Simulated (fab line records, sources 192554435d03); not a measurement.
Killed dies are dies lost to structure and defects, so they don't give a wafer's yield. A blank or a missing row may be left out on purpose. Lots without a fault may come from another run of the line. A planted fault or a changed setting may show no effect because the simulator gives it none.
fab line records | flow n5_finfet
record lots=9 wafers=27 last_day=17
route steps=1938 shown HKMG_FIN@386 BEOL_M4@1111 PASSIVATION@1936
lots that met no fault: from a run of the same line without faults
start_h: hours from the record's first day to the start of the lot's first wafer shown | wait_h: hours since the lot's step before | " the same as in the row above | L1.1+2: a row that stands for several wafers | - no value, or no start given | * or withheld: withheld | < > ~ a bound
route shown NAME@n: a module of which the file shows steps, and the number in the route of the first | usual: mean/standard deviation of fault-free wafers | same: alike in all rows | chamber/n: place in a boat | sites: the reading at each site | _std_site: their standard deviation | _edge_site: outer sites' mean less inner sites' | radius_mm: how far each site lies from the wafer's centre | mask NAME#n: copy n | behind: the tool/chamber that last shaped the wafer | hold: why the lot was held/for how many hours/how that ended | device: the transistor (n, p or np) that didn't switch | end of line: the same wafers' tests at the end of the route | a step without rows: its recipe alone | killed: dies lost to structure and defects at the first sort, not the wafer's yield | map: a wafer's dies, x killed, . not, _ none there
set.NAME: the setting as run; set.NAME@STEP: as run at that earlier step | model.NAME: the simulator's own value behind a step, which no gauge read
steps of the route over a sample of lots; a table a step, a row a wafer
services: from which hour (start_h, from the record's first day; less than 0 if before it) a tool's chamber was out of use, for how many hours, and why
## steps
# step N5_HKMG_FIN_HK_ALD_01
# recipe material=HfO2 target_thk_a=16 temp_c=withheld ald_precursor_family=HfCl4 ald_co_reactant=H2O pulse_time_s=3 purge_time_s=3 co_reactant_purge_time_s=2.5 co_reactant_pulse_time_s=0.3 ald_cycles=30
# usual precursor_pulse_height_rel=0.999/0.021
# same co_reactant_pulse_time_s=0.3 purge_time_s=3
# columns lot.wafer tool chamber start_h wait_h precursor_pulse_height_rel
L316.3 ald_hk-03 3 85.59 0.0 1.013
L316.4 " 1 " " 1.004
L316.6 " 3 " " 0.990
L317.1 ald_hk-01 0 94.18 0.0 1.003
L317.2 " 1 " " 0.993
L317.6 " 2 " " 0.984
L318.3 ald_hk-01 0 97.21 0.0 0.997
L318.4 " 2 " " 0.983
L318.5 " 0 " " 0.999
L324.1 ald_hk-03 1 138.63 0.0 1.011
L324.3 " 3 " " 0.991
L324.6 " 2 " " 0.971
L326.3 ald_hk-01 3 151.17 0.0 1.007
L326.5 " 2 " " 0.996
L326.6 " 1 " " 1.026
L331.3 ald_hk-01 2 172.72 0.0 1.000
L331.4 " 0 " " 0.981
L331.5 " 0 " " 0.986
L332.4 ald_hk-03 0 187.13 0.0 0.954
L332.5 " 2 " " 1.009
L332.6 " 1 " " 1.016
L333.1 ald_hk-01 1 189.47 0.0 0.980
L333.4 " 3 " " 1.000
L333.5 " 0 " " 1.011
L334.1 ald_hk-03 3 195.99 0.0 0.973
L334.2 " 2 " " 1.018
L334.4 " 1 " " 1.001
# step N5_HKMG_FIN_HK_ANNEAL_02
# recipe temp_c=700 time_s=30 ambient=N2 idle_temp_c=600 ramp_up_c_per_s=150 ramp_down_c_per_s=60 cool_to_c=600
# usual lamp_power_pct=8.80/0.057 wafer_temp_C_max=702.9/0.68
# columns lot.wafer tool chamber start_h wait_h lamp_power_pct wafer_temp_C_max
L316.3 rtp_anneal-01 0 85.84 0.2 8.87 702.2
L316.4 " 0 " " 8.79 702.9
L316.6 " 0 " " 8.74 702.2
L317.1 rtp_anneal-02 0 94.36 0.1 8.84 703.2
L317.2 " 0 " " 8.74 703.4
L317.6 " 0 " " 8.76 703.7
L318.3 rtp_anneal-02 0 97.45 0.2 8.79 702.3
L318.4 " 0 " " 8.78 703.0
L318.5 " 0 " " 8.81 701.9
L324.1 rtp_anneal-02 0 138.82 0.1 8.78 702.6
L324.3 " 0 " " 8.78 701.8
L324.6 " 0 " " 8.92 704.6
L326.3 rtp_anneal-01 0 151.42 0.2 8.78 703.0
L326.5 " 0 " " 8.82 702.8
L326.6 " 0 " " 8.82 702.5
L331.3 rtp_anneal-02 0 173.12 0.3 8.80 703.5
L331.4 " 0 " " 8.82 702.2
L331.5 " 0 " " 8.74 703.4
L332.4 rtp_anneal-02 0 187.41 0.2 8.78 702.3
L332.5 " 0 " " 8.78 703.2
L332.6 " 0 " " 8.73 702.5
L333.1 rtp_anneal-01 0 189.66 0.1 8.80 703.5
L333.4 " 0 " " 8.77 703.1
L333.5 " 0 " " 8.82 701.7
L334.1 rtp_anneal-01 0 196.17 0.1 8.73 702.6
L334.2 " 0 " " 8.85 702.8
L334.4 " 0 " " 8.82 702.1
# step N5_HKMG_FIN_DESCUM_53
# recipe chemistry=O2 time_s=7.9 source_power_w=50 bias_power_w=20 pressure_mtorr=20 rf_frequency_hz=2.712e+07 temp_c=40 resist=CAR-ArF o2_flow_sccm=225
# usual drypump_motor_current_A=5.7/0.48 o2_flow_sccm=224.9/0.69 oes_product_au=0.77/0.086 rf_fwd_power_W=49.44/0.24 rf_vpp_V=244.2/0.99 showerhead_plenum_p_Torr=2.16/0.03 throttle_valve_pct=20.37/0.19
# columns lot.wafer tool chamber start_h wait_h drypump_motor_current_A o2_flow_sccm oes_product_au rf_fwd_power_W rf_hours_counter_h rf_vpp_V showerhead_plenum_p_Torr throttle_valve_pct
L316.3 rie_diel-01 0 86.84 0.4 6.3 225.3 0.77 49.16 145 243.7 2.19 20.31
L316.4 " 3 " " 6.3 224.7 0.76 49.71 171 243.5 2.15 20.21
L316.6 " 3 " " 6.3 225.1 0.75 49.57 - 242.5 2.15 20.20
L317.1 rie_diel-03 0 95.22 0.0 5.9 224.3 0.95 49.04 12 245.8 2.23 20.22
L317.2 " 1 " " 5.4 225.1 0.96 49.39 5 243.3 2.16 20.43
L317.6 " 0 " " 5.9 225.6 0.96 49.13 - 246.7 2.23 20.23
L318.3 rie_diel-03 2 98.24 0.0 5.3 226.5 0.71 49.39 188 243.4 2.18 20.21
L318.4 " 0 " " 5.8 223.4 0.95 49.29 13 244.8 2.23 20.24
L318.5 " 1 " " 5.3 225.2 0.95 49.37 - 243.8 2.16 20.43
L324.1 rie_diel-03 3 139.72 0.1 5.3 224.3 0.72 49.61 181 245.0 2.17 20.41
L324.3 " 3 " " 5.3 225.4 0.72 49.36 - 244.5 2.17 20.41
L324.6 " 3 " " 5.3 224.2 0.73 49.49 - 243.6 2.17 20.41
L326.3 rie_diel-03 3 152.37 0.3 5.3 224.9 0.71 49.60 188 245.6 2.16 20.43
L326.5 " 3 " " 5.3 225.1 0.72 49.51 - 242.8 2.16 20.41
L326.6 " 1 " " 5.3 224.4 0.90 49.45 - 242.5 2.15 20.46
L331.3 rie_diel-01 3 173.93 0.0 6.3 225.9 0.72 49.80 208 243.9 2.14 20.26
L331.4 " 3 " " 6.3 224.8 0.72 49.59 - 242.5 2.14 20.27
L331.5 " 1 " " 5.7 224.8 0.78 49.76 - 244.8 2.20 20.35
L332.4 rie_diel-01 0 188.18 0.0 6.4 224.5 0.73 49.29 186 243.6 2.17 20.35
L332.5 " 3 " " 6.3 224.5 0.73 49.62 - 244.3 2.13 20.28
L332.6 " 2 " " 5.2 224.6 0.98 49.12 - 244.2 2.15 20.57
L333.1 rie_diel-01 2 190.51 0.0 5.2 224.9 0.96 49.26 6 245.5 2.15 20.58
L333.4 " 3 " " 6.3 223.4 0.72 49.63 214 244.5 2.13 20.27
L333.5 " 0 " " 6.4 224.4 0.73 49.45 - 244.5 2.17 20.37
L334.1 rie_diel-01 1 197.02 0.0 5.7 224.8 0.78 49.66 116 245.6 2.20 20.36
L334.2 " 0 " " 6.4 225.2 0.74 49.44 190 245.7 2.17 20.38
L334.4 " 2 " " 5.3 225.9 0.95 49.45 8 243.3 2.15 20.58
# step N5_HKMG_FIN_ETCH_54
# recipe chemistry=CF4 target=SiARC target_depth_a=455 mask_material=CAR-ArF time_s=75.8 ion_energy_ev=80 pressure_mtorr=40 source_w=545 bias_w=36 Ar_flow_sccm=100 cf4_flow_sccm=100 ends=cleared
# usual drypump_motor_current_A=5.7/0.48 etch_rf_on_time_s=76.1/1.6 oes_product_au=0.65/0.069 rf_fwd_power_W=540.0/2.3 rf_vpp_V=184.9/0.91 showerhead_plenum_p_Torr=2.211/0.028 throttle_valve_pct=15.57/0.17
# columns lot.wafer tool chamber start_h wait_h drypump_motor_current_A etch_rf_on_time_s oes_product_au rf_fwd_power_W rf_hours_counter_h rf_vpp_V showerhead_plenum_p_Torr throttle_valve_pct
L316.3 rie_diel-01 0 86.87 0.0 6.4 74.6 0.66 539.1 145 183.4 2.234 15.47
L316.4 " 3 " " 6.3 75.0 0.65 539.6 171 185.9 2.229 15.68
L316.6 " 3 " " 6.3 74.5 0.65 543.6 - 187.0 2.230 15.68
L317.1 rie_diel-03 0 95.26 0.0 5.9 76.1 0.80 538.2 12 185.6 2.279 15.42
L317.2 " 1 " " 5.3 75.9 0.81 541.5 5 183.5 2.197 15.47
L317.6 " 0 " " 5.9 75.9 0.81 536.5 - 185.8 2.279 15.43
L318.3 rie_diel-03 2 98.27 0.0 5.3 74.9 0.62 537.1 188 185.0 2.219 15.41
L318.4 " 0 " " 5.9 78.0 0.78 536.8 13 186.8 2.279 15.42
L318.5 " 1 " " 5.3 77.2 0.79 538.5 - 184.8 2.197 15.47
L324.1 rie_diel-03 3 139.77 0.0 5.2 50.7 0.78 865.3 181 158.1 2.206 15.58
L324.3 " 3 " " 5.2 51.1 0.78 867.4 - 156.7 2.207 15.56
L324.6 " 3 " " 5.3 50.8 0.78 865.9 - 157.8 2.206 15.57
L326.3 rie_diel-03 3 152.41 0.0 5.2 51.9 0.77 864.5 188 157.6 2.204 15.58
L326.5 " 3 " " 5.2 51.5 0.76 864.6 - 158.1 2.204 15.56
L326.6 " 1 " " 5.3 50.2 0.97 865.1 - 157.4 2.190 15.54
L331.3 rie_diel-01 3 173.97 0.0 6.3 76.1 0.62 541.0 208 185.9 2.216 15.75
L331.4 " 3 " " 6.3 75.6 0.62 541.6 - 184.7 2.217 15.75
L331.5 " 1 " " 5.7 74.9 0.67 539.7 - 185.9 2.231 15.46
L332.4 rie_diel-01 0 188.21 0.0 6.3 74.6 0.63 539.2 186 185.9 2.220 15.55
L332.5 " 3 " " 6.3 74.9 0.62 538.7 - 185.2 2.215 15.75
L332.6 " 2 " " 5.2 75.8 0.80 540.6 - 184.7 2.185 15.57
L333.1 rie_diel-01 2 190.54 0.0 5.2 75.9 0.81 536.3 6 184.9 2.184 15.59
L333.4 " 3 " " 6.3 75.3 0.62 544.7 214 183.2 2.214 15.76
L333.5 " 0 " " 6.4 75.2 0.63 538.0 - 185.5 2.220 15.56
L334.1 rie_diel-01 1 197.05 0.0 5.7 73.8 0.66 543.2 116 186.4 2.227 15.47
L334.2 " 0 " " 6.4 74.5 0.63 536.1 190 183.9 2.218 15.56
L334.4 " 2 " " 5.2 75.7 0.81 540.4 8 184.2 2.184 15.59
# step N5_BEOL_M4_RC_MEAS_101
# usual DIBL_N=37.0/1.7 DIBL_P=36.7/2 IOFF_N=0.17/0.035 IOFF_P=0.22/0.035 ION_N=672/12 ION_P=461/7.5 SS_N=71.6/0.67 SS_P=73.4/0.64 VT_N=250/3.5 VT_P=-250/3.5
# columns lot.wafer tool chamber start_h wait_h DIBL_N[mV/V] DIBL_P[mV/V] IOFF_N[nA/um] IOFF_P[nA/um] ION_N[uA/um] ION_P[uA/um] SS_N[mV/dec] SS_P[mV/dec] VT_N[mV] VT_P[mV]
L316.3 prober-01 0 176.08 0.3 38.7 41.7 0.22 0.27 674 463 72.6 75.0 248 -248
L316.4 " 0 " " 37.0 39.1 0.16 0.20 664 454 73.0 73.4 254 -251
L316.6 " 0 " " 35.7 36.9 0.14 0.18 645 445 72.5 73.1 256 -253
L317.1 prober-02 0 187.31 0.0 37.0 36.5 0.17 0.25 665 462 71.7 73.2 249 -244
L317.2 " 0 " " 37.2 36.3 0.19 0.25 675 467 72.0 73.1 245 -246
L317.6 " 0 " " 36.3 36.4 0.18 0.25 685 473 71.3 73.8 244 -247
L318.3 prober-01 0 192.97 0.3 37.8 36.6 0.17 0.21 675 459 71.3 73.5 247 -249
L318.4 " 0 " " 36.9 35.6 0.15 0.19 657 451 71.4 73.4 247 -249
L318.5 " 0 " " 35.3 33.9 0.12 0.18 650 447 70.9 72.8 252 -250
L324.1 prober-02 0 226.97 0.0 34.3 35.1 0.13 0.18 666 454 70.0 72.4 252 -253
L324.3 " 0 " " 36.5 36.9 0.17 0.20 675 460 71.4 74.1 249 -253
L324.6 " 0 " " 35.7 35.4 0.15 0.18 666 454 71.4 73.5 253 -255
L326.3 prober-01 0 239.56 0.3 38.1 36.7 0.16 0.22 683 467 71.8 74.0 250 -252
L326.5 " 0 " " 38.0 37.2 0.17 0.25 678 467 71.3 73.6 249 -245
L326.6 " 0 " " 37.0 35.0 0.14 0.20 661 458 70.8 72.6 254 -253
L331.3 prober-02 0 261.93 0.3 40.4 40.5 0.25 0.31 683 471 73.2 74.2 244 -245
L331.4 " 0 " " 37.3 37.0 0.17 0.24 676 465 71.6 73.6 245 -248
L331.5 " 0 " " 37.1 36.6 0.18 0.23 690 467 71.2 73.9 246 -247
L333.1 prober-01 0 296.65 0.0 39.6 42.4 0.21 0.29 678 466 72.8 73.9 247 -248
L333.4 " 0 " " 37.1 39.0 0.16 0.22 670 467 71.3 73.5 250 -248
L333.5 " 0 " " 37.6 39.3 0.15 0.22 666 452 72.0 73.6 251 -249
L332.4 prober-02 0 297.76 0.5 39.9 39.9 0.24 0.27 683 455 72.4 74.1 244 -247
L332.5 " 0 " " 38.7 39.0 0.21 0.25 677 454 71.9 74.2 246 -249
L332.6 " 0 " " 39.5 38.5 0.21 0.24 681 461 71.9 73.4 247 -253
L334.1 prober-01 0 300.21 0.0 36.6 36.0 0.14 0.21 662 460 72.5 72.9 251 -250
L334.2 " 0 " " 36.6 35.7 0.15 0.21 669 464 71.4 73.2 253 -249
L334.4 " 0 " " 37.1 36.4 0.16 0.21 672 461 71.9 73.1 251 -250
# step N5_PASSIVATION_PROBE_49
# usual defect_limited_yield=91.1/1.3 killed_at_M0_to_M3=35/11 killed_at_M4_up=13/5.4 killed_at_contacts=14/6.5 killed_at_front_end=41/11 killed_at_other=4/3.1 killed_dies=106/15 killed_open=69/12 killed_short=35/7 sort_bin_4_leakage=0.01/0.078 sort_bin_5_function=5.2/0.86 sort_bin_6_memory=3.4/0.64 sort_n_pass=1074/15 sort_yield_pct=91.0/1.3
# same gross_dies=1180 killed_at_back_side=0 sort_bin_8_speed[%]=0
# columns lot.wafer tool chamber start_h wait_h defect_limited_yield[%] killed_at_M0_to_M3 killed_at_M4_up killed_at_contacts killed_at_front_end killed_at_other killed_dies killed_open killed_short sort_bin_4_leakage[%] sort_bin_5_function[%] sort_bin_6_memory[%] sort_n_pass sort_yield_pct[%]
L332.4 prober-02 - 398.87 0.7 90.8 35 13 14 44 3 109 67 37 0 4.9 3.9 1071 90.8
L332.5 prober-02 - 398.92 0.7 90.4 43 15 7 46 2 113 77 34 0 5.8 3.5 1067 90.4
L332.6 prober-02 - 398.97 0.8 92.0 39 24 7 22 2 94 56 36 0 4.3 3.0 1086 92.0
# killed by level:class
L332.4 MOL_CONTACT_COAG:geometric_particle:open=13 BEOL_M0_SAQP:geometric_particle:open=10 DUMMY_GATE:geometric_particle:open=7 BEOL_M0_SAQP:geometric_particle:short=7 BEOL_M4:geometric_particle:open=6 FIN_SAQP:geometric_particle:open=4 BEOL_M0:geometric_particle:open=4 STARTING-WAFER:geometric_particle:open=4
L332.5 BEOL_M0_SAQP:geometric_particle:open=18 STI_FIN_REVEAL:geometric_particle:open=13 BEOL_M0_SAQP:geometric_particle:short=8 BEOL_M4:geometric_particle:open=7 MOL_CONTACT_COAG:geometric_particle:open=6 FIN_SAQP:geometric_particle:short=5 BEOL_M0:geometric_particle:open=5 STARTING-WAFER:geometric_particle:open=5
L332.6 BEOL_M0_SAQP:geometric_particle:short=17 BEOL_M0_SAQP:geometric_particle:open=12 STI_FIN_REVEAL:geometric_particle:open=8 BEOL_M4:geometric_particle:open=8 BEOL_M5:geometric_particle:open=7 FIN_SAQP:geometric_particle:short=6 MOL_CONTACT_COAG:geometric_particle:open=5 BEOL_M1:geometric_particle:open=4
## services
# columns tool chamber start_h hours kind
rie_diel-01 - 70.05 2.8 pm
rie_diel-03 1 72.51 - clean
rie_diel-03 1 72.51 - consumable_replace:focus_ring
rie_diel-03 1 72.51 12.8 scheduled_down
rie_diel-03 1 72.51 12.8 vent_cycle
rie_diel-01 2 108.98 7.7 repair
rie_diel-03 0 131.31 33.0 repair
rie_diel-03 1 139.08 7.7 repair
rie_diel-01 2 153.55 - clean
rie_diel-01 2 153.55 - consumable_replace:esc
rie_diel-01 2 153.55 - consumable_replace:focus_ring
rie_diel-01 2 153.55 23.5 scheduled_down
rie_diel-01 2 153.55 23.5 vent_cycle
rie_diel-01 1 182.08 1.6 repair
## key
first_sign step=N5_HKMG_FIN_ETCH_54 reading=rf_fwd_power_W direction=up sigmas=99+ usual=* struck=*
effect step=N5_HKMG_FIN_ETCH_54 reading=rf_vpp_V direction=down sigmas=30 usual=184.9 struck=157.6
met_at N5_HKMG_FIN_ETCH_54
struck_lots L324,L326
not_acting_at N5_HKMG_FIN_HK_ALD_01,N5_HKMG_FIN_HK_ANNEAL_02,N5_HKMG_FIN_DESCUM_53
onset_between 98.27 139.77
fault kind=process_parameter_drift tool=rie_diel-03 chamber=- onset_h=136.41 steps=N5_HKMG_FIN_ETCH_54 channel=source_w offset=327 shape=step end_h=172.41 acts_in=these_recipes_only stated=545
